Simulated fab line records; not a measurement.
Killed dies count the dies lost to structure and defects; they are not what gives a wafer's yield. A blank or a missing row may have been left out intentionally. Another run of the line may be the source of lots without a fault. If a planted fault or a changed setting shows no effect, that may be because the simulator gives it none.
fab line records	flow n5Finfet
[record] lots = 9	wafers = 26	lastDay = 17
route steps=1938 shown PMOS_HMC_CHANNEL_EPI@70 BEOL_M4@1111 PASS1_CAP@1873 TV_OPEN@1887 PASSIVATION@1927
lots that met no fault: taken from a fault-free run of the same line
startH: the number of hours between the record's first day and the start of the first shown wafer of the lot	waitH: hours from the lot's prior step to this one	" same as the row above	L1.1+2: a single row standing in for several wafers	- no value, or no start was given	* or withheld: withheld	< > ~ a bound
route shown NAME@n: NAME is a module with steps in the file, n the number in the route of the first one	usual: mean and standard deviation over wafers with no fault	same: alike in all rows	chamber/n: place in a boat	sites: each site's reading	_std_site: the standard deviation of these	_edge_site: mean of outer sites minus mean of inner sites	radiusMm: for every site, how far away it sits from the centre of the wafer	mask NAME#n: copy n	behind: the most recent tool/chamber to have shaped the wafer	hold: what put the lot on hold/how long, in hours/how the hold closed	device: whichever transistor did not switch (one of n, p or np)	end of line: the route-end tests of the same wafers	step lacking rows: just its recipe	killed: count of dies lost to structure and defects at first sort (not the wafer's yield)	map: per-die view of a wafer (x killed, . not killed, _ where there is no die)
set.NAME: setting as actually run; set.NAME@STEP: the setting as run at that earlier step	model.NAME: the simulator's own value behind a step, which no gauge read
a sample of lots followed through the steps of the route, with each step as a table and each wafer as a row
services: the hour from which a tool's chamber was out of use, counted from the record's first day as startH (under 0 if before that day), plus the number of hours and why
[[steps]]
[step N5_PMOS_HMC_CHANNEL_EPI_HM_OPEN_15]
[recipe] chemistry = CHF3/O2	target = SiO2	maskMaterial = CAR-ArF-block	targetDepthA = 406	CHF3_flow_sccm = 50	O2_flow_sccm = 5	Ar_flow_sccm = 200	timeS = 20.3	pressureMtorr = 30	sourceW = 650	biasW = 170	ionEnergyEv = 200
[usual] drypumpMotorCurrentA = 5.9/0.47	mfcArSccm = 200.0/0.56	oes_f_703_au = 0.80/0.078	oesProductAu = 0.79/0.086	rfVppV = 517/17	showerheadPlenumPTorr = 2.39/0.058	throttleValvePct = 18.82/0.23
lot.wafer	tool	chamber	startH	waitH	drypumpMotorCurrentA	mfcArSccm	oes_f_703_au	oesProductAu	rfHoursCounterH	rfVppV	showerheadPlenumPTorr	throttleValvePct
L387.1	rieDiel-03	2	24.97	0.0	5.2	199.1	0.77	0.77	148	538	2.41	18.97
L387.4	"	1	"	"	4.7	200.7	0.71	0.68	241	517	2.37	19.33
L387.5	"	1	"	"	4.7	200.0	0.70	0.69	-	517	2.37	19.34
L388.4	rieDiel-05	0	30.76	0.0	6.4	199.7	0.87	0.84	56	496	2.34	18.87
L388.5	"	1	"	"	5.4	200.1	0.89	0.88	-	523	2.47	18.56
L388.6	"	2	"	"	5.7	199.6	0.94	0.98	-	532	2.45	18.31
L389.2	rieDiel-01	0	35.50	0.0	6.0	200.2	0.79	0.79	108	542	2.42	18.91
L389.3	"	3	"	"	6.3	200.5	0.82	0.79	79	488	2.34	18.72
L389.6	"	1	"	"	5.7	200.4	0.72	0.70	-	516	2.30	18.92
L390.1	rieDiel-01	3	42.41	0.0	6.3	199.2	0.82	0.78	82	487	2.34	18.72
L390.5	"	1	"	"	5.7	200.3	0.72	0.70	-	516	2.30	18.92
L390.6	"	3	"	"	6.3	199.3	0.82	0.79	-	488	2.34	18.72
L392.3	rieDiel-05	2	57.60	0.0	5.7	199.2	0.92	0.95	10	532	2.44	18.31
L392.4	"	1	"	"	5.4	199.3	0.87	0.90	15	521	2.47	18.58
L392.5	"	2	"	"	5.7	199.9	0.93	0.95	-	530	2.44	18.33
L398.2	rieDiel-05	3	89.95	0.0	5.5	200.4	0.72	0.54	247	523	2.47	19.02
L398.6	"	1	"	"	5.4	200.8	0.86	0.69	-	522	2.47	18.55
L400.4	rieDiel-05	2	101.46	0.0	5.7	199.6	0.90	0.92	-	531	2.44	18.34
L400.5	"	0	"	"	6.4	199.2	0.84	0.81	-	495	2.34	18.93
L400.6	"	1	"	"	5.5	200.1	0.85	0.69	-	523	2.46	18.57
L404.1	rieDiel-01	0	126.60	0.0	6.0	200.2	0.75	0.76	137	540	2.41	18.94
L404.2	"	3	"	"	6.3	200.3	0.79	0.76	108	487	2.33	18.76
L404.3	"	1	"	"	5.7	199.5	0.70	0.69	215	516	2.29	18.97
L409.3	rieDiel-01	0	155.71	0.0	6.0	200.5	0.75	0.76	147	540	2.41	18.97
L409.4	"	3	"	"	6.3	200.1	0.78	0.75	119	487	2.33	18.79
L409.5	"	2	"	"	5.6	199.7	0.90	0.89	-	519	2.36	18.70
[step N5_BEOL_M4_RC_MEAS_101]
[usual] DIBL_N = 37.3/2.3	DIBL_P = 37.4/2.9	IOFF_N = 0.18/0.045	IOFF_P = 0.25/0.054	ION_N = 679/15	ION_P = 468/9.7	SS_N = 71.8/0.62	SS_P = 73.6/0.76	VT_N = 248/4.1	VT_P = -248/3.6
lot.wafer	tool	chamber	startH	waitH	DIBL_N[mV/V]	DIBL_P[mV/V]	IOFF_N[nA/um]	IOFF_P[nA/um]	ION_N[uA/um]	ION_P[uA/um]	SS_N[mV/dec]	SS_P[mV/dec]	VT_N[mV]	VT_P[mV]
L387.1	prober-01	0	182.56	0.0	36.8	37.7	0.16	0.26	687	483	72.0	74.3	247	-246
L387.4	"	0	"	"	36.2	35.5	0.14	0.24	669	466	71.4	73.4	251	-245
L387.5	"	0	"	"	37.5	37.9	0.17	0.28	689	482	71.9	73.8	246	-246
L389.2	prober-01	0	189.22	0.2	37.0	38.6	0.17	0.24	697	480	71.6	72.8	247	-249
L389.3	"	0	"	"	32.8	32.4	0.09	0.14	651	450	71.4	71.4	259	-254
L389.6	"	0	"	"	34.7	35.2	0.12	0.18	666	459	71.6	72.1	253	-249
L388.4	prober-02	0	189.93	0.5	33.6	32.9	0.12	0.20	655	456	71.0	73.3	252	-247
L388.5	"	0	"	"	32.9	33.4	0.12	0.20	667	469	70.7	72.9	255	-248
L388.6	"	0	"	"	37.0	36.0	0.18	0.24	675	464	71.3	73.5	247	-249
L390.1	prober-01	0	190.00	0.5	36.8	36.0	0.17	0.23	683	464	71.3	73.0	251	-249
L390.5	"	0	"	"	38.7	38.6	0.21	0.28	687	473	72.1	74.0	247	-245
L390.6	"	0	"	"	37.2	37.3	0.18	0.26	692	480	71.9	74.4	248	-245
L392.3	prober-02	0	214.31	0.3	34.8	33.3	0.13	0.20	670	466	70.5	74.2	250	-251
L392.4	"	0	"	"	36.0	36.1	0.16	0.25	673	460	71.8	74.5	247	-249
L392.5	"	0	"	"	33.0	31.3	0.11	0.18	672	465	70.0	73.2	253	-251
L400.4	prober-01	0	242.36	0.5	38.6	39.5	0.19	0.26	668	457	72.1	74.2	248	-251
L400.5	"	0	"	"	37.7	38.2	0.17	0.25	683	469	72.4	73.5	248	-251
L404.1	prober-01	0	274.23	0.0	38.1	38.7	0.18	0.23	679	459	72.0	73.5	246	-250
L404.2	"	0	"	"	39.1	39.5	0.20	0.24	674	458	71.9	73.8	246	-250
L404.3	"	0	"	"	36.4	35.6	0.16	0.19	685	465	71.9	73.0	249	-252
L409.3	prober-02	0	301.76	0.3	38.2	36.8	0.19	0.30	680	476	71.5	73.7	246	-242
L409.4	"	0	"	"	37.2	36.0	0.18	0.26	681	468	71.3	73.0	246	-246
L409.5	"	0	"	"	34.7	33.0	0.13	0.21	675	472	71.0	72.6	251	-248
[step N5_PASSIVATION_PECVD_55]
[recipe] material = SiO2	targetThkA = 4000	tempC = 400	precursor = SiH4/N2O	pressureTorr = 2.7	rfW = 608	timeS = 22.5
[usual] heaterPowerW = 599/72	showerheadPlenumPTorr = 8.18/0.17	showerheadVppV = 1461/82	throttleValvePct = 51/4.7
lot.wafer	tool	chamber	startH	waitH	heaterPowerW	showerheadPlenumPTorr	showerheadVppV	throttleValvePct
L389.2	pecvd-02	0	273.39	0.0	532	8.18	1535	48
L389.3	"	1	"	"	536	8.40	1472	59
L389.6	"	0	"	"	564	8.19	1507	48
L387.1	pecvd-03	0	278.64	0.0	535	8.31	1625	59
L387.4	"	2	"	"	542	8.05	1371	48
L387.5	"	1	"	"	566	7.95	1470	47
L390.1	pecvd-03	2	285.99	0.0	646	8.05	1385	48
L390.5	"	0	"	"	520	8.33	1575	59
L390.6	"	2	"	"	639	8.07	1358	48
L388.4	pecvd-01	0	286.20	0.0	712	8.41	1378	50
L388.5	"	1	"	"	707	8.27	1534	56
L388.6	"	2	"	"	601	7.95	1475	47
L392.3	pecvd-02	0	306.51	0.0	533	8.18	1509	49
L392.4	"	2	"	"	694	8.03	1324	49
L392.5	"	1	"	"	556	8.40	1460	59
L400.4	pecvd-01	0	340.07	0.0	676	8.42	1402	51
L400.5	"	0	"	"	683	8.42	1382	50
L404.1	pecvd-03	0	367.81	0.0	514	8.31	1603	59
L404.2	"	2	"	"	495	8.05	1386	48
L404.3	"	1	"	"	603	7.97	1496	48
L409.3	pecvd-02	1	393.77	0.0	522	8.39	1464	59
L409.4	"	1	"	"	548	8.40	1487	59
L409.5	"	2	"	"	614	8.02	1317	49
[step N5_PASSIVATION_PASS_ETCH_74]
[recipe] chemistry = CF4/O2	target = SiNx	targetDepthA = 2200	timeS = 110	ionEnergyEv = 100	pressureMtorr = 40	sourceW = 535	biasW = 49	Ar_flow_sccm = 100	cf4FlowSccm = 100	O2_flow_sccm = 10
[usual] drypumpMotorCurrentA = 5.8/0.54	mfcArSccm = 100.0/0.3	oes_f_703_au = 0.82/0.081	oesProductAu = 0.82/0.086	rfVppV = 239/7	showerheadPlenumPTorr = 2.19/0.06	throttleValvePct = 15.93/0.23
lot.wafer	tool	chamber	startH	waitH	drypumpMotorCurrentA	mfcArSccm	oes_f_703_au	oesProductAu	rfHoursCounterH	rfVppV	showerheadPlenumPTorr	throttleValvePct
L389.2	rieDiel-05	0	274.57	0.0	6.4	99.9	0.79	0.76	132	229	2.13	16.12
L389.3	"	1	"	"	5.4	100.1	0.79	0.78	82	239	2.23	15.73
L389.6	"	2	"	"	5.7	99.4	0.82	0.83	-	243	2.21	15.51
L387.1	rieDiel-03	2	280.29	0.0	5.2	99.5	0.71	0.72	231	248	2.18	16.26
L387.4	"	3	"	"	6.4	99.9	0.91	0.90	54	239	2.15	15.58
L387.5	"	0	"	"	6.5	100.4	0.93	0.94	-	235	2.19	15.86
L390.1	rieDiel-01	0	286.66	0.0	6.0	100.1	0.71	0.71	190	248	2.19	16.13
L390.5	"	1	"	"	5.7	100.0	0.95	0.96	-	243	2.34	15.67
L390.6	"	2	"	"	5.6	99.5	0.83	0.83	-	239	2.14	15.81
L388.4	rieDiel-05	0	286.86	0.0	6.4	99.7	0.78	0.76	135	227	2.12	16.14
L388.5	"	0	"	"	6.4	99.9	0.78	0.76	-	227	2.12	16.14
L388.6	"	1	"	"	5.4	99.9	0.78	0.77	-	240	2.23	15.76
L392.3	rieDiel-01	2	307.42	0.0	5.6	100.1	0.83	0.81	78	238	2.13	15.83
L392.4	"	0	"	"	6.1	99.9	0.70	0.70	197	248	2.18	16.16
L392.5	"	3	"	"	6.3	100.7	0.75	0.72	-	224	2.12	16.01
L400.4	rieDiel-03	1	344.02	0.0	4.7	99.6	0.82	0.84	78	237	2.16	16.20
L400.5	"	1	"	"	4.7	99.5	0.82	0.83	-	236	2.16	16.21
L404.1	rieDiel-01	2	370.01	0.0	5.6	99.6	0.81	0.80	97	237	2.13	15.87
L404.2	"	1	"	"	5.7	99.7	0.90	0.89	34	240	2.33	15.71
L404.3	"	0	"	"	6.0	99.7	0.69	0.69	217	247	2.18	16.20
L409.3	rieDiel-03	2	395.73	0.0	5.3	99.8	0.94	0.94	13	247	2.17	15.81
L409.4	"	0	"	"	6.5	100.3	0.86	0.87	50	235	2.18	15.96
L409.5	"	2	"	"	5.2	100.2	0.94	0.95	-	247	2.17	15.82
[step N5_PASSIVATION_INSPECT_67]
[recipe] mode = adi	inspectInstrument = macro
[usual] rawDefectCount = 2.0/1.5
lot.wafer	tool	chamber	startH	waitH	rawDefectCount
L389.2	defectInspect-02	-	278.78	0.0	1
L389.3	"	-	"	"	2
L389.6	"	-	"	"	4
L387.1	defectInspect-02	-	283.58	0.0	0
L387.4	"	-	"	"	4
L387.5	"	-	"	"	2
L390.1	defectInspect-01	-	290.34	0.0	0
L390.5	"	-	"	"	0
L390.6	"	-	"	"	1
L388.4	defectInspect-02	-	290.68	0.0	1
L388.5	"	-	"	"	4
L388.6	"	-	"	"	0
L392.3	defectInspect-02	-	310.74	0.0	3
L392.4	"	-	"	"	0
L392.5	"	-	"	"	1
L400.4	defectInspect-02	-	347.61	0.0	3
L400.5	"	-	"	"	1
L404.1	defectInspect-01	-	374.14	0.0	3
L404.2	"	-	"	"	2
L404.3	"	-	"	"	0
L409.3	defectInspect-01	-	400.32	0.0	2
L409.4	"	-	"	"	0
L409.5	"	-	"	"	3
[step N5_PASSIVATION_PROBE_49]
[usual] defectLimitedYield = 91.3/1.5	killed_at_M0_to_M3 = 35/8.7	killed_at_M4_up = 14/5.5	killedAtContacts = 11/5.6	killedAtFrontEnd = 39/13	killedAtOther = 3.7/2.2	killedDies = 103/18	killedOnRim = 14/4.4	killedOpen = 69/14	killedShort = 33/7.8	sort_bin_5_function = 5.1/0.99	sort_bin_6_memory = 3.3/0.67	sort_bin_8_speed = 0.02/0.17	sortNPass = 1077/18	sortYieldPct = 91.2/1.5
[same] grossDies = 1180	killedAtBackSide = 0	sort_bin_4_leakage[%] = 0
lot.wafer	tool	chamber	startH	waitH	defectLimitedYield[%]	killed_at_M0_to_M3	killed_at_M4_up	killedAtContacts	killedAtFrontEnd	killedAtOther	killedDies	killedOnRim	killedOpen	killedShort	sort_bin_5_function[%]	sort_bin_6_memory[%]	sort_bin_8_speed[%]	sortNPass	sortYieldPct[%]
L390.1	prober-02	-	293.41	0.0	91.4	38	20	5	31	7	101	13	64	37	5.2	3.1	0	1079	91.4
L390.5	prober-02	-	293.61	0.2	92.6	33	8	13	29	4	87	9	62	24	3.7	3.1	0	1093	92.6
L390.6	prober-02	-	293.66	0.3	93.0	31	10	10	26	6	83	9	65	17	4.1	2.6	0	1097	93.0
L392.3	prober-02	-	313.95	0.1	90.3	47	10	6	49	2	114	20	79	35	6.1	3.3	0	1066	90.3
L392.4	prober-02	-	314.00	0.2	91.9	39	8	12	32	4	95	14	57	38	4.5	3.2	0	1085	91.9
L392.5	prober-02	-	314.05	0.2	92.4	47	12	2	21	8	90	8	60	30	4.6	2.9	0	1090	92.4
L400.4	prober-02	-	350.93	0.2	91.0	39	11	5	49	2	106	11	67	39	5.7	3.1	0	1074	91.0
L400.5	prober-02	-	350.98	0.2	91.9	33	5	13	42	2	95	14	67	27	5.2	2.4	0	1085	91.9
L400.6	prober-02	-	351.03	0.3	0	44	6	13	1115	2	1180	152	86	35	96.0	3.6	0	0	0
L398.2	prober-02	-	356.11	0.1	0	29	28	18	1103	2	1180	152	106	27	94.9	4.8	0	0	0
L398.6	prober-02	-	356.31	0.3	0	34	24	13	1105	4	1180	152	88	34	95.7	3.8	0	0	0
L404.1	prober-02	-	377.61	0.0	89.4	52	12	12	45	4	125	14	64	58	5.6	4.6	0	1055	89.4
L404.2	prober-02	-	377.66	0.1	92.6	37	8	9	28	5	87	13	49	36	4.3	2.8	0	1093	92.6
L404.3	prober-02	-	377.71	0.1	91.0	37	15	20	27	7	106	17	69	35	5.2	3.4	0	1074	91.0
// killed by level:class
L390.1 BEOL_M2:geometricParticle:open=13 FIN_SAQP:geometricParticle:open=8 FIN_SAQP:geometricParticle:short=7 BEOL_M0_SAQP:geometricParticle:short=7 BEOL_M0_SAQP:geometricParticle:open=7 BEOL_M4:geometricParticle:open=6 BEOL_M3:geometricParticle:open=5 BEOL_M4:geometricParticle:short=5
L390.5 STI_FIN_REVEAL:geometricParticle:open=12 MOL_CONTACT_COAG:geometricParticle:open=10 BEOL_M0_SAQP:geometricParticle:short=9 BEOL_M2:geometricParticle:open=8 BEOL_M0_SAQP:geometricParticle:open=6 BEOL_M3:geometricParticle:open=6 BEOL_M4:geometricParticle:open=4 FIN_SAQP:geometricParticle:short=3
L390.6 BEOL_M3:geometricParticle:open=13 MOL_CONTACT_COAG:geometricParticle:open=10 STI_FIN_REVEAL:geometricParticle:open=8 DUMMY_GATE:geometricParticle:open=6 BEOL_M0_SAQP:geometricParticle:open=5 BEOL_M0_SAQP:geometricParticle:short=5 FIN_CUT:geometricParticle:open=3 BEOL_M2:geometricParticle:open=3
L392.3 BEOL_M1:geometricParticle:open=23 FIN_SAQP:geometricParticle:short=12 STI_FIN_REVEAL:geometricParticle:open=12 BEOL_M3:geometricParticle:open=8 FIN_SAQP:geometricParticle:open=7 MOL_CONTACT_COAG:geometricParticle:open=6 DUMMY_GATE:geometricParticle:open=5 GATE_CUT:geometricParticle:short=5
L392.4 BEOL_M0_SAQP:geometricParticle:short=10 MOL_CONTACT_COAG:geometricParticle:open=10 FIN_SAQP:geometricParticle:short=9 BEOL_M1:geometricParticle:open=8 FIN_SAQP:geometricParticle:open=6 BEOL_M0_SAQP:geometricParticle:open=5 BEOL_M1:geometricParticle:short=5 STI_FIN_REVEAL:geometricParticle:open=4
L392.5 BEOL_M1:geometricParticle:open=17 BEOL_M0_SAQP:geometricParticle:short=9 BEOL_M4:geometricParticle:open=9 BEOL_M3:geometricParticle:open=6 BEOL_M2:geometricParticle:open=4 PAD_METAL:geometricParticle:short=4 FIN_SAQP:geometricParticle:open=3 DUMMY_GATE:geometricParticle:open=3
L400.4 FIN_SAQP:geometricParticle:short=12 STI_FIN_REVEAL:geometricParticle:open=12 BEOL_M3:geometricParticle:open=9 FIN_SAQP:geometricParticle:open=8 BEOL_M0_SAQP:geometricParticle:short=8 BEOL_M0_SAQP:geometricParticle:open=8 BEOL_M2:geometricParticle:open=6 STI_FIN_REVEAL:geometricParticle:short=4
L400.5 FIN_SAQP:geometricParticle:open=10 STI_FIN_REVEAL:geometricParticle:open=10 MOL_CONTACT_COAG:geometricParticle:open=10 BEOL_M0_SAQP:geometricParticle:short=9 BEOL_M0_SAQP:geometricParticle:open=6 STI_FIN_REVEAL:geometricParticle:short=5 BEOL_M1:geometricParticle:open=5 BEOL_M2:geometricParticle:open=4
L400.6 PMOS_HMC_CHANNEL_EPI:areaOpen=1058 STI_FIN_REVEAL:geometricParticle:open=21 BEOL_M2:geometricParticle:open=16 MOL_CONTACT_COAG:geometricParticle:open=12 BEOL_M0_SAQP:geometricParticle:short=11 DUMMY_GATE:geometricParticle:open=7 ILD0:geometricParticle:open=6 BEOL_M0_SAQP:geometricParticle:open=6
L398.2 PMOS_HMC_CHANNEL_EPI:areaOpen=1047 STI_FIN_REVEAL:geometricParticle:open=22 MOL_CONTACT_COAG:geometricParticle:open=16 BEOL_M4:geometricParticle:open=15 FIN_SAQP:geometricParticle:open=10 BEOL_M2:geometricParticle:open=10 BEOL_M3:geometricParticle:open=8 BEOL_M4:geometricParticle:short=7
L398.6 PMOS_HMC_CHANNEL_EPI:areaOpen=1058 STI_FIN_REVEAL:geometricParticle:open=17 FIN_SAQP:geometricParticle:open=12 BEOL_M0_SAQP:geometricParticle:open=12 MOL_CONTACT_COAG:geometricParticle:open=11 BEOL_M4:geometricParticle:open=11 FIN_SAQP:geometricParticle:short=8 BEOL_M0_SAQP:geometricParticle:short=7
L404.1 BEOL_M0_SAQP:geometricParticle:short=14 MOL_CONTACT_COAG:geometricParticle:open=9 BEOL_M2:geometricParticle:open=9 FIN_SAQP:geometricParticle:short=8 GATE_CUT:geometricParticle:short=8 BEOL_M0_SAQP:geometricParticle:open=7 BEOL_M1:geometricParticle:open=7 BEOL_M3:geometricParticle:open=6
L404.2 BEOL_M0_SAQP:geometricParticle:short=11 BEOL_M0_SAQP:geometricParticle:open=11 STI_FIN_REVEAL:geometricParticle:open=8 MOL_CONTACT_COAG:geometricParticle:open=7 FIN_SAQP:geometricParticle:short=6 BEOL_M2:geometricParticle:open=5 BEOL_M2:geometricParticle:short=4 DUMMY_GATE:geometricParticle:short=3
L404.3 MOL_CONTACT_COAG:geometricParticle:open=15 BEOL_M0_SAQP:geometricParticle:short=12 BEOL_M2:geometricParticle:open=7 BEOL_M4:geometricParticle:open=7 DUMMY_GATE:geometricParticle:open=6 BEOL_M0_SAQP:geometricParticle:open=6 GATE_CUT:geometricParticle:short=5 MOL_CONTACT_COAG:geometricParticle:short=5
[[services]]
tool	chamber	startH	hours	kind
rieDiel-03	-	3.42	0.6	repair
rieDiel-05	2	21.66	3.6	repair
pecvd-02	-	27.67	5.5	pm
pecvd-02	2	58.41	3.5	repair
rieDiel-05	2	84.23	6.4	repair
pecvd-02	-	88.15	6.0	pm
rieDiel-03	3	101.94	3.8	repair
pecvd-03	2	116.78	12.4	repair
rieDiel-01	2	125.19	5.3	repair
rieDiel-03	3	130.46	6.6	repair
pecvd-02	-	156.71	0.9	repair
rieDiel-05	3	157.68	15.8	repair
pecvd-03	-	174.60	0.8	pm
pecvd-03	-	182.50	5.7	repair
pecvd-03	2	209.27	11.5	repair
rieDiel-05	3	215.50	3.4	repair
rieDiel-05	1	223.62	5.1	repair
rieDiel-01	3	248.54	4.6	repair
rieDiel-03	-	271.79	0.6	repair
rieDiel-05	2	312.96	1.2	repair
rieDiel-05	0	325.26	13.9	repair
rieDiel-05	1	332.19	21.8	repair
rieDiel-01	1	350.76	4.5	repair
rieDiel-03	3	355.96	5.1	repair
[[key]]
[firstSign] step = N5_PASSIVATION_PROBE_49	reading = sort_bin_5_function	direction = up	sigmas = 92	usual = 5.1	struck = 95.5
[effect] step = N5_PASSIVATION_PROBE_49	reading = killedAtFrontEnd	direction = up	sigmas = 84	usual = 39	struck = 1108
[moreKillsBornAt] N5_PMOS_HMC_CHANNEL_EPI_HM_OPEN_15@rieDiel-05 = 3163
metAt N5_PMOS_HMC_CHANNEL_EPI_HM_OPEN_15
struckLots L398,L400
struckWafers L398.2,L398.6,L400.6
laterRowsLeftOut L398.2,L398.6,L400.6
notActingAt N5_PASSIVATION_PECVD_55,N5_PASSIVATION_PASS_ETCH_74,N5_PASSIVATION_INSPECT_67
onsetBetween 57.60 89.95
[fault] kind = processParameterDrift	tool = rieDiel-05	chamber = -	onsetH = 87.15	steps = N5_PMOS_HMC_CHANNEL_EPI_HM_OPEN_15	channel = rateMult	offset = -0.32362	shape = step	endH = 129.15	scope = struckWafersOnly
// laterRowsLeftOut: the simulator's readings of these wafers behind a module that went badly wrong aren't trusted and aren't shown, but for the sort
